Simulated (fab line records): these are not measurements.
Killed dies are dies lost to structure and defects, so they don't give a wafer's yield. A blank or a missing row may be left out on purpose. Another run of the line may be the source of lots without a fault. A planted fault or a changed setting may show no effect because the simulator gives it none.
fab line records	flow n5Finfet
record: lots: 6	wafers: 17	lastDay: 17
route steps=1938 shown SD_EPI_N@265 BEOL_M4@1111 PASSIVATION@1936
lots that met no fault: taken from a fault-free run of the same line
startH: the number of hours between the record's first day and the start of the first shown wafer of the lot	waitH: hours from the lot's prior step to this one	" as in the row above	L1.1+2: a single row standing in for several wafers	- either no value or no given start	* or withheld: withheld	< > ~ a bound
route shown NAME@n: NAME is a module with steps in the file, n the number in the route of the first one	usual: mean/standard deviation taken from wafers without a fault	same: alike in all rows	chamber/n: place in a boat	sites: the reading at each site	_std_site: how widely they spread, as a standard deviation	_edge_site: mean of outer sites minus mean of inner sites	radiusMm: how far each site lies from the wafer's centre	mask NAME#n: copy n	behind: the last tool/chamber to shape the wafer	hold: cause of the lot's hold/its duration in hours/its outcome	device: which transistor (n, p or np) failed to switch	end of line: the route-end tests of the same wafers	step lacking rows: just its recipe	killed: the dies lost at the first sort to structure and to defects; this is not the yield of the wafer	map: a wafer's dies, marking killed ones x, the rest . and places with no die _
set.NAME: setting as actually run; set.NAME@STEP: the setting as run at that earlier step	model.NAME: the simulator's own value behind a step, which no gauge read
lots seen at some steps along the route; tables by step, rows by wafer
services: the hour from which a tool's chamber was out of use, counted from the record's first day as startH (under 0 if before that day), plus the number of hours and why
== steps ==
step: N5_SD_EPI_N_EBR_05
recipe: solvent: PGMEA	ebrWidthMm: 1.5
step: N5_SD_EPI_N_SOFTBAKE_04
recipe: tempC: 110	timeS: 60	resist: CAR-ArF-block
step: N5_SD_EPI_N_EXPOSE_06
recipe: maskId: SD_N_BLK	na: 1.35	sourceShape: conventional	sigmaOuter: 0.8	polarization: unpolarized	targetCdNm: 120	doseMj: 39.75
step: N5_SD_EPI_N_PEB_07
recipe: pebTempC: 110	pebTimeS: 60	resist: CAR-ArF-block
step: N5_SD_EPI_N_DEVELOP_08
recipe: developTimeS: 30	developer: TMAH	resist: CAR-ArF-block	devTempC: 23	rinseLiquid: diw	dry: airSpin
step: N5_SD_EPI_N_CD_MEAS_09
recipe: targetCdNm: 120	landingEnergyEv: 500	detector: seInlens
usual: cdNm: 120.1/0.62
same: landingEnergyEv: 500
lot.wafer	tool	chamber	startH	waitH	cdNm
L950.2	cdSem-03	0	61.07	-	119.7
L950.4	"	0	"	"	119.6
L950.6	"	0	"	"	119.9
L951.1	cdSem-02	0	66.17	-	120.3
L951.5	"	0	"	"	119.9
L951.6	"	0	"	"	119.1
L958.4	cdSem-02	0	114.47	-	119.4
L958.5	"	0	"	"	119.5
L958.6	"	0	"	"	119.9
L962.1	cdSem-01	0	134.19	-	120.6
L962.5	"	0	"	"	120.2
L969.4	cdSem-01	0	174.06	-	120.5
L969.5	"	0	"	"	119.7
L969.6	"	0	"	"	119.5
L970.2	cdSem-01	0	181.19	-	119.9
L970.3	"	0	"	"	120.6
L970.6	"	0	"	"	120.2
step: N5_SD_EPI_N_OVL_MEAS_10
recipe: pointsPerWafer: 44
usual: SD_N_BLK_OVL: 0.4/0.84
lot.wafer	tool	chamber	startH	waitH	SD_N_BLK_OVL[nm]
L950.2	overlay-02	0	61.10	0.0	0.8
L950.4	"	0	"	"	0.9
L950.6	"	0	"	"	0.7
L951.1	overlay-02	0	66.20	0.0	0.1
L951.5	"	0	"	"	-0.3
L951.6	"	0	"	"	0.2
L958.4	overlay-01	0	114.50	0.0	0.6
L958.5	"	0	"	"	0.9
L958.6	"	0	"	"	-0.3
L962.1	overlay-01	0	134.22	0.0	1.2
L962.5	"	0	"	"	2.1
L969.4	overlay-02	0	174.09	0.0	-0.4
L969.5	"	0	"	"	0.0
L969.6	"	0	"	"	0.0
L970.2	overlay-02	0	181.22	0.0	1.9
L970.3	"	0	"	"	1.3
L970.6	"	0	"	"	1.9
step: N5_SD_EPI_N_INSPECT_11
recipe: mode: adi	inspectInstrument: macro
usual: rawDefectCount: 2.0/1.4
lot.wafer	tool	chamber	startH	waitH	rawDefectCount
L950.2	defectInspect-02	-	61.12	0.0	3
L950.4	"	-	"	"	2
L950.6	"	-	"	"	3
L951.1	defectInspect-02	-	66.23	0.0	3
L951.5	"	-	"	"	2
L951.6	"	-	"	"	2
L958.4	defectInspect-01	-	114.52	0.0	2
L958.5	"	-	"	"	2
L958.6	"	-	"	"	2
L962.1	defectInspect-01	-	134.25	0.0	0
L962.5	"	-	"	"	2
L969.4	defectInspect-01	-	174.11	0.0	1
L969.5	"	-	"	"	0
L969.6	"	-	"	"	1
L970.2	defectInspect-02	-	181.25	0.0	4
L970.3	"	-	"	"	5
L970.6	"	-	"	"	1
step: N5_SD_EPI_N_DESCUM_14
recipe: chemistry: O2	timeS: 7.9	sourcePowerW: 50	biasPowerW: 20	pressureMtorr: 20	rfFrequencyHz: 2.712e+07	tempC: 40	resist: CAR-ArF-block	o2FlowSccm: 225
usual: drypumpMotorCurrentA: 5.7/0.45	oesProductAu: 0.81/0.1	rfFwdPowerW: 49.39/0.16	rfVppV: 243.4/1.5	showerheadPlenumPTorr: 2.11/0.081	throttleValvePct: 20.44/0.26
same: timeS: 7.9
lot.wafer	tool	chamber	startH	waitH	drypumpMotorCurrentA	oesProductAu	rfFwdPowerW	rfHoursCounterH	rfVppV	showerheadPlenumPTorr	throttleValvePct
L950.2	rieDiel-06	2	61.15	0.0	5.5	0.74	49.27	166	244.6	2.17	20.82
L950.4	"	1	"	"	6.3	0.68	49.49	232	244.4	2.06	20.49
L950.6	"	2	"	"	5.5	0.75	49.42	-	243.4	2.17	20.81
L951.1	rieDiel-02	3	66.26	0.0	6.1	0.70	49.12	221	242.9	2.05	20.57
L951.5	"	1	"	"	6.3	0.82	49.69	-	241.7	2.04	20.25
L951.6	"	2	"	"	5.8	0.68	49.29	-	243.5	2.15	20.57
L958.4	rieDiel-06	2	114.57	0.0	5.5	0.73	49.13	-	245.1	2.17	20.86
L958.5	"	3	"	"	5.6	0.85	49.30	-	244.5	2.02	20.42
L958.6	"	0	"	"	5.7	0.90	49.47	-	246.1	2.23	20.21
L962.1	rieDiel-06	3	134.28	0.0	5.6	0.83	49.20	75	242.5	2.02	20.43
L962.5	"	0	"	"	5.7	0.88	49.48	-	244.4	2.23	20.19
L969.4	rieDiel-02	2	174.18	0.1	5.8	0.91	49.15	20	243.1	2.14	20.29
L969.5	"	3	"	"	6.1	1.00	49.12	-	243.6	2.04	20.28
L969.6	"	0	"	"	5.5	0.88	49.35	-	246.8	2.24	20.39
L970.2	rieDiel-01	1	181.28	0.0	5.0	0.72	49.01	178	241.5	2.02	21.08
L970.3	"	0	"	"	4.7	0.73	49.66	203	242.6	2.06	20.19
L970.6	"	0	"	"	4.7	0.73	49.44	-	242.7	2.06	20.19
step: N5_SD_EPI_N_ETCH_34
recipe: chemistry: CF4	target: SiARC	targetDepthA: 455	maskMaterial: CAR-ArF-block	timeS: 75.8	ionEnergyEv: 80	pressureMtorr: 40	sourceW: 545	biasW: 36	Ar_flow_sccm: 100	cf4FlowSccm: 100	ends: cleared
usual: drypumpMotorCurrentA: 5.7/0.44	etchRfOnTimeS: 74.4/1.9	oesProductAu: 0.70/0.087	rfFwdPowerW: 539.6/1.7	rfVppV: 184.1/1.1	showerheadPlenumPTorr: 2.16/0.078	throttleValvePct: 15.62/0.24
lot.wafer	tool	chamber	startH	waitH	drypumpMotorCurrentA	etchRfOnTimeS	oesProductAu	rfFwdPowerW	rfHoursCounterH	rfVppV	showerheadPlenumPTorr	throttleValvePct
L950.2	rieDiel-06	2	61.19	0.0	5.6	73.7	0.64	539.9	166	186.1	2.21	15.91
L950.4	"	1	"	"	6.3	74.4	0.58	540.0	232	183.7	2.11	15.77
L950.6	"	2	"	"	5.5	73.6	0.64	537.8	-	185.1	2.21	15.91
L951.1	rieDiel-02	3	66.29	0.0	6.1	75.9	0.60	538.3	221	184.6	2.12	15.92
L951.5	"	1	"	"	6.3	75.3	0.70	540.6	-	184.7	2.09	15.43
L951.6	"	2	"	"	5.8	75.3	0.59	541.4	-	183.8	2.21	15.87
L958.4	rieDiel-06	2	114.62	0.0	5.5	74.3	0.62	539.9	-	184.8	2.20	15.95
L958.5	"	3	"	"	5.6	71.7	0.73	540.4	-	183.7	2.08	15.62
L958.6	"	0	"	"	5.7	72.8	0.76	540.5	-	185.6	2.27	15.32
L962.1	rieDiel-06	3	134.32	0.0	5.6	71.6	0.71	537.9	75	183.5	2.07	15.60
L962.5	"	0	"	"	5.7	71.9	0.75	539.0	-	184.2	2.27	15.35
L969.4	rieDiel-02	2	174.22	0.0	5.8	74.2	0.77	540.8	20	185.2	2.20	15.45
L969.5	"	3	"	"	6.1	74.3	0.85	539.8	-	183.5	2.11	15.49
L969.6	"	0	"	"	5.5	73.3	0.77	540.7	-	185.4	2.28	15.46
L970.2	rieDiel-01	1	181.31	0.0	5.0	76.5	0.62	541.5	178	181.9	2.05	16.01
L970.3	"	0	"	"	4.7	77.7	0.62	540.8	203	184.0	2.11	15.57
L970.6	"	0	"	"	4.7	77.1	0.61	539.3	-	182.5	2.11	15.56
step: N5_SD_EPI_N_ETCH_35
recipe: chemistry: N2/H2	target: SOC	overetchA: 1080	maskMaterial: SiARC	tempC: 40	ionEnergyEv: 100	sourceW: 3000	biasW: 133	pressureMtorr: 20	timeS: 486	n2FlowSccm: 200	h2FlowSccm: 200
usual: drypumpMotorCurrentA: 5.7/0.45	oesProductAu: 0.72/0.084	rfFwdPowerW: 2996/8.3	rfVppV: 240.8/1.5	showerheadPlenumPTorr: 2.55/0.096	throttleValvePct: 23.8/0.36
same: timeS: 486
lot.wafer	tool	chamber	startH	waitH	drypumpMotorCurrentA	oesProductAu	rfFwdPowerW	rfHoursCounterH	rfVppV	showerheadPlenumPTorr	throttleValvePct
L950.2	rieDiel-06	2	61.25	0.0	5.6	0.65	3003	166	241.6	2.64	24.4
L950.4	"	1	"	"	6.3	0.61	3002	232	241.7	2.50	23.5
L950.6	"	2	"	"	5.6	0.66	2987	-	241.6	2.64	24.5
L951.1	rieDiel-02	3	66.35	0.0	6.1	0.63	2992	221	239.7	2.49	23.7
L951.5	"	1	"	"	6.4	0.72	2997	-	241.2	2.46	23.5
L951.6	"	2	"	"	5.8	0.61	2988	-	240.9	2.62	24.1
L958.4	rieDiel-06	2	114.80	0.2	5.6	0.64	2986	-	242.2	2.63	24.5
L958.5	"	3	"	"	5.6	0.73	2995	-	238.9	2.47	23.9
L958.6	"	0	"	"	5.7	0.79	3000	-	241.9	2.70	23.4
L962.1	rieDiel-06	3	134.37	0.0	5.6	0.72	3001	75	241.0	2.47	23.9
L962.5	"	0	"	"	5.8	0.77	2984	-	243.1	2.69	23.4
L969.4	rieDiel-02	2	174.27	0.0	5.8	0.80	2998	20	240.9	2.61	23.9
L969.5	"	3	"	"	6.1	0.88	2994	-	239.0	2.48	23.6
L969.6	"	0	"	"	5.5	0.79	2993	-	242.2	2.70	24.0
L970.2	rieDiel-01	1	181.37	0.0	5.1	0.66	2991	179	239.1	2.44	24.6
L970.3	"	0	"	"	4.7	0.66	3011	204	241.0	2.53	23.6
L970.6	"	0	"	"	4.7	0.65	3001	-	239.1	2.53	23.6
step: N5_SD_EPI_N_STRIP_36
recipe: chemistry: N2/H2	tempC: 40	n2FlowSccm: 200	h2FlowSccm: 200	rfFrequencyHz: 6e+07
step: N5_SD_EPI_N_ETCHBACK_44
recipe: chemistry: CH3F/O2	mode: anisotropicEtchback	target: SiNx	targetDepthA: 145	stopOn: SiO2	overEtchFrac: 0.3	ionEnergyEv: 120	pressureMtorr: 30	sourceW: 395	biasW: 73	Ar_flow_sccm: 150	CH3F_flow_sccm: 30	O2_flow_sccm: 20
usual: drypumpMotorCurrentA: 5.7/0.44	oesProductAu: 0.69/0.081	rfFwdPowerW: 393.2/1.1	rfVppV: 294/5.4	showerheadPlenumPTorr: 2.02/0.079	throttleValvePct: 16.38/0.24
lot.wafer	tool	chamber	startH	waitH	drypumpMotorCurrentA	oesProductAu	rfFwdPowerW	rfHoursCounterH	rfVppV	showerheadPlenumPTorr	throttleValvePct	model.SiARC_of_SD_EPI_N_COAT_33.thkNm
L950.2	rieDiel-06	2	61.57	0.0	5.6	0.63	392.9	166	286	2.08	16.72	16
L950.4	"	1	"	"	6.2	0.58	394.6	232	300	1.97	16.48	15.6
L950.6	"	2	"	"	5.5	0.64	392.9	-	287	2.08	16.70	16
L951.1	rieDiel-02	3	66.68	0.0	6.1	0.60	391.0	221	293	1.97	16.61	16.4
L951.5	"	1	"	"	6.3	0.69	392.8	-	289	1.95	16.18	16
L951.6	"	2	"	"	5.7	0.58	393.7	-	305	2.06	16.61	15.8
L958.4	rieDiel-06	2	115.02	0.1	5.5	0.62	393.1	-	287	2.07	16.77	15.8
L958.5	"	3	"	"	5.6	0.71	393.6	-	291	1.95	16.39	13
L958.6	"	0	"	"	5.7	0.75	393.0	-	295	2.14	16.14	15
L962.1	rieDiel-06	3	134.70	0.0	5.6	0.69	392.0	75	292	1.94	16.40	12.6
L962.5	"	0	"	"	5.7	0.74	393.1	-	294	2.13	16.15	12.8
L969.4	rieDiel-02	2	174.60	0.0	5.8	0.75	393.5	20	306	2.05	16.20	15.4
L969.5	"	3	"	"	6.1	0.83	393.6	-	293	1.96	16.20	15.4
L969.6	"	0	"	"	5.5	0.75	394.1	-	291	2.15	16.29	15.4
L970.2	rieDiel-01	1	181.70	0.0	5.0	0.63	394.4	179	298	1.92	16.82	16
L970.3	"	0	"	"	4.7	0.62	393.1	204	293	1.96	16.23	16.4
L970.6	"	0	"	"	4.7	0.62	394.8	-	294	1.96	16.22	16.6
step: N5_SD_EPI_N_ETCH_45
recipe: chemistry: CH3F/O2	target: SiOCN	targetDepthA: 60	maskMaterial: SOC	ionEnergyEv: 60	biasW: 29	pressureMtorr: 15	sourceW: 410	Ar_flow_sccm: 150	CH3F_flow_sccm: 30	O2_flow_sccm: 20
usual: drypumpMotorCurrentA: 5.7/0.44	oesProductAu: 0.81/0.1	rfFwdPowerW: 408.6/1.2	rfVppV: 127.5/1	showerheadPlenumPTorr: 2.01/0.079	throttleValvePct: 23.37/0.26
lot.wafer	tool	chamber	startH	waitH	drypumpMotorCurrentA	oesProductAu	rfFwdPowerW	rfHoursCounterH	rfVppV	showerheadPlenumPTorr	throttleValvePct
L950.2	rieDiel-06	2	61.67	0.1	5.5	0.75	408.1	166	129.1	2.07	23.75
L950.4	"	1	"	"	6.2	0.69	408.8	232	127.2	1.96	23.30
L950.6	"	2	"	"	5.5	0.75	407.4	-	127.1	2.07	23.75
L951.1	rieDiel-02	3	66.78	0.1	6.1	0.69	406.2	221	127.0	1.97	23.48
L951.5	"	1	"	"	6.3	0.81	410.2	-	125.7	1.95	23.15
L951.6	"	2	"	"	5.8	0.69	409.5	-	127.8	2.06	23.50
L958.4	rieDiel-06	2	115.12	0.1	5.6	0.73	407.7	-	128.0	2.07	23.76
L958.5	"	3	"	"	5.6	0.85	409.8	-	126.7	1.94	23.43
L958.6	"	0	"	"	5.7	0.90	408.0	-	128.1	2.13	23.11
L962.1	rieDiel-06	3	134.80	0.1	5.6	0.84	409.8	75	125.1	1.94	23.45
L962.5	"	0	"	"	5.7	0.88	410.1	-	127.8	2.13	23.11
L969.4	rieDiel-02	2	174.70	0.1	5.8	0.91	409.4	20	128.1	2.05	23.29
L969.5	"	3	"	"	6.1	1.00	408.1	-	128.3	1.96	23.28
L969.6	"	0	"	"	5.5	0.90	409.6	-	128.8	2.14	23.40
L970.2	rieDiel-01	1	181.80	0.1	5.0	0.73	409.6	179	126.2	1.91	23.91
L970.3	"	0	"	"	4.7	0.72	407.7	204	125.8	1.96	23.00
L970.6	"	0	"	"	4.7	0.72	407.7	-	127.5	1.96	22.99
step: N5_SD_EPI_N_ETCH_16
recipe: chemistry: CHF3/O2	target: SiO2	targetDepthA: 50	maskMaterial: SOC	pressureMtorr: 30	sourceW: 650	biasW: 170	Ar_flow_sccm: 200	CHF3_flow_sccm: 50	O2_flow_sccm: 5	ionEnergyEv: 200
usual: drypumpMotorCurrentA: 5.7/0.44	oesProductAu: 0.81/0.1	rfFwdPowerW: 643.2/2.3	rfVppV: 518/9.5	showerheadPlenumPTorr: 2.43/0.091	throttleValvePct: 18.93/0.23
lot.wafer	tool	chamber	startH	waitH	drypumpMotorCurrentA	oesProductAu	rfFwdPowerW	rfHoursCounterH	rfVppV	showerheadPlenumPTorr	throttleValvePct	model.SiARC_of_SD_EPI_N_COAT_33.thkNm
L950.2	rieDiel-06	2	61.77	0.1	5.5	0.73	641.1	166	505	2.50	19.28	12.6
L950.4	"	1	"	"	6.3	0.68	644.2	232	526	2.37	18.96	12
L950.6	"	2	"	"	5.5	0.75	638.8	-	505	2.50	19.28	12.4
L951.1	rieDiel-02	3	66.88	0.1	6.1	0.69	640.3	221	516	2.38	19.13	12.8
L951.5	"	1	"	"	6.3	0.82	644.1	-	507	2.35	18.72	12.4
L951.6	"	2	"	"	5.8	0.69	643.3	-	537	2.48	19.11	12.2
L958.4	rieDiel-06	2	115.19	0.0	5.6	0.74	638.4	-	504	2.49	19.30	12.4
L958.5	"	3	"	"	5.6	0.85	644.5	-	515	2.35	19.01	9.2
L958.6	"	0	"	"	5.7	0.90	647.1	-	520	2.57	18.71	11.2
L962.1	rieDiel-06	3	134.90	0.1	5.6	0.84	647.8	75	515	2.35	19.01	8.8
L962.5	"	0	"	"	5.7	0.90	642.4	-	520	2.56	18.74	9
L969.4	rieDiel-02	2	174.80	0.1	5.8	0.91	644.4	20	537	2.47	18.77	11.8
L969.5	"	3	"	"	6.1	0.99	637.3	-	514	2.37	18.82	11.8
L969.6	"	0	"	"	5.6	0.89	643.6	-	511	2.58	18.87	11.8
L970.2	rieDiel-01	1	181.90	0.1	5.0	0.73	636.2	179	524	2.31	19.33	12.4
L970.3	"	0	"	"	4.7	0.71	643.6	204	516	2.37	18.71	13
L970.6	"	0	"	"	4.7	0.72	644.0	-	516	2.37	18.71	13.2
step: N5_SD_EPI_N_STRIP_47
recipe: chemistry: CHF3/O2	resist: SiARC	rfFrequencyHz: 6e+07
step: N5_BEOL_M4_RC_MEAS_101
usual: DIBL_N: 36.8/1.5	DIBL_P: 37.1/2.1	IOFF_N: 0.168/0.03	IOFF_P: 0.22/0.034	ION_N: 679/12	ION_P: 466/8	SS_N: 71.7/0.58	SS_P: 73.5/0.67	VT_N: 248.8/2.7	VT_P: -250/3.3
lot.wafer	tool	chamber	startH	waitH	DIBL_N[mV/V]	DIBL_P[mV/V]	IOFF_N[nA/um]	IOFF_P[nA/um]	ION_N[uA/um]	ION_P[uA/um]	SS_N[mV/dec]	SS_P[mV/dec]	VT_N[mV]	VT_P[mV]
L950.2	prober-01	0	181.64	0.2	38.3	38.9	0.182	0.25	690	470	71.7	73.5	243.2	-247
L950.4	"	0	"	"	35.0	34.0	0.110	0.17	651	459	71.0	71.8	250.6	-253
L950.6	"	0	"	"	36.2	35.3	0.132	0.18	668	463	70.8	72.6	251.6	-251
L951.1	prober-02	0	181.77	0.0	35.9	35.9	0.152	0.22	681	470	71.1	73.0	248.6	-248
L951.5	"	0	"	"	36.3	36.4	0.153	0.24	696	480	71.0	72.7	249.3	-249
L951.6	"	0	"	"	37.1	37.0	0.163	0.26	684	477	70.8	74.2	250.1	-245
L958.4	prober-02	0	216.58	0.5	36.7	38.2	0.169	0.20	673	459	71.4	73.1	248.1	-253
L958.5	"	0	"	"	39.0	39.3	0.214	0.22	688	461	71.8	74.2	244.0	-251
L958.6	"	0	"	"	37.0	37.7	0.177	0.21	681	458	71.6	73.9	248.0	-252
L962.1	prober-02	0	246.51	0.0	37.7	35.4	0.172	0.23	677	462	72.6	74.0	249.3	-251
L962.5	"	0	"	"	37.0	34.1	0.153	0.20	669	457	72.1	73.0	251.3	-251
L969.4	prober-02	0	288.60	0.5	36.9	36.6	0.165	0.21	680	469	71.8	73.4	248.8	-255
L969.5	"	0	"	"	37.2	37.0	0.182	0.23	697	481	72.4	73.6	250.4	-249
L969.6	"	0	"	"	40.1	41.3	0.252	0.31	699	473	73.1	74.5	243.5	-246
L970.2	prober-02	0	296.74	0.2	38.0	37.6	0.201	0.27	688	467	72.2	73.3	247.5	-246
L970.3	"	0	"	"	34.4	33.6	0.137	0.19	673	464	71.1	72.2	249.0	-251
L970.6	"	0	"	"	37.1	36.5	0.189	0.25	692	475	71.8	73.0	245.8	-245
step: N5_PASSIVATION_PROBE_49
usual: defectLimitedYield: 91.0/1.5	killed_at_M0_to_M3: 34/11	killed_at_M4_up: 14/5.3	killedAtContacts: 13/7	killedAtFrontEnd: 41/13	killedAtOther: 4/3.1	killedDies: 106/17	killedOpen: 70/12	killedShort: 35/8	sort_bin_5_function: 5.2/0.98	sort_bin_6_memory: 3.4/0.69	sortNPass: 1074/17	sortYieldPct: 91.0/1.5
same: grossDies: 1180	killedAtBackSide: 0	sort_bin_4_leakage[%]: 0	sort_bin_8_speed[%]: 0
lot.wafer	tool	chamber	startH	waitH	defectLimitedYield[%]	killed_at_M0_to_M3	killed_at_M4_up	killedAtContacts	killedAtFrontEnd	killedAtOther	killedDies	killedOpen	killedShort	sort_bin_5_function[%]	sort_bin_6_memory[%]	sortNPass	sortYieldPct[%]
L962.1	prober-02	-	348.97	0.0	89.2	60	11	19	37	0	127	87	39	6.4	4.1	1053	89.2
L962.5	prober-02	-	349.17	0.2	92.5	37	14	18	13	6	88	63	25	4.2	3.0	1092	92.5
killed by level:class
L962.1 MOL_CONTACT_COAG:geometricParticle:open=17 BEOL_M0_SAQP:geometricParticle:short=17 STI_FIN_REVEAL:geometricParticle:open=14 BEOL_M3:geometricParticle:open=14 BEOL_M0_SAQP:geometricParticle:open=9 BEOL_M4:geometricParticle:open=7 BEOL_M0:geometricParticle:open=6 BEOL_M2:geometricParticle:open=5
L962.5 MOL_CONTACT_COAG:geometricParticle:open=18 BEOL_M0_SAQP:geometricParticle:open=13 BEOL_M0_SAQP:geometricParticle:short=7 BEOL_M1:geometricParticle:short=6 DUMMY_GATE:geometricParticle:open=4 BEOL_M4:geometricParticle:open=4 STARTING-WAFER:geometricParticle:short=4 STI_FIN_REVEAL:geometricParticle:open=3
== services ==
tool	chamber	startH	hours	kind
rieDiel-01	1	38.11	1.3	repair
rieDiel-06	1	44.87	4.8	repair
rieDiel-01	3	59.97	1.7	repair
rieDiel-01	3	61.78	-	clean
rieDiel-02	0	66.19	-	clean
rieDiel-02	0	66.19	-	consumableReplace:focusRing
rieDiel-02	0	66.19	-	consumableReplace:showerhead
rieDiel-02	0	66.19	18.1	scheduledDown
rieDiel-02	0	66.19	18.1	ventCycle
rieDiel-02	-	72.54	11.6	repair
rieDiel-02	2	96.77	1.5	repair
rieDiel-02	2	101.58	-	clean
rieDiel-02	2	101.58	-	consumableReplace:focusRing
rieDiel-02	2	101.58	20.0	scheduledDown
rieDiel-02	2	101.58	20.0	ventCycle
rieDiel-06	1	109.69	-	clean
rieDiel-06	1	109.69	-	consumableReplace:focusRing
rieDiel-06	1	109.69	20.6	scheduledDown
rieDiel-06	1	109.69	20.6	ventCycle
rieDiel-01	3	130.35	4.5	repair
rieDiel-02	3	148.32	-	clean
rieDiel-02	3	148.32	-	consumableReplace:focusRing
rieDiel-01	-	148.96	0.1	repair
rieDiel-02	1	158.46	5.5	repair
== key ==
firstSign none at tools or gauges
modelEffect: step: N5_SD_EPI_N_ETCHBACK_44	value: SiARC_of_SD_EPI_N_COAT_33.thkNm	without: 14.8	struck: 12.8
modelEffect: step: N5_SD_EPI_N_ETCH_16	value: SiARC_of_SD_EPI_N_COAT_33.thkNm	without: 11	struck: 9
metAt N5_SD_EPI_N_ETCHBACK_44
struckWafers L958.5,L962.1,L962.5
onsetBetween 61.57 115.02
fault: kind: processParameterDrift	tool: rieDiel-06	chamber: -	onsetH: 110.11	steps: N5_SD_EPI_N_ETCHBACK_44	channel: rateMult	offset: 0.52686	shape: step	endH: 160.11	scope: struckWafersOnly
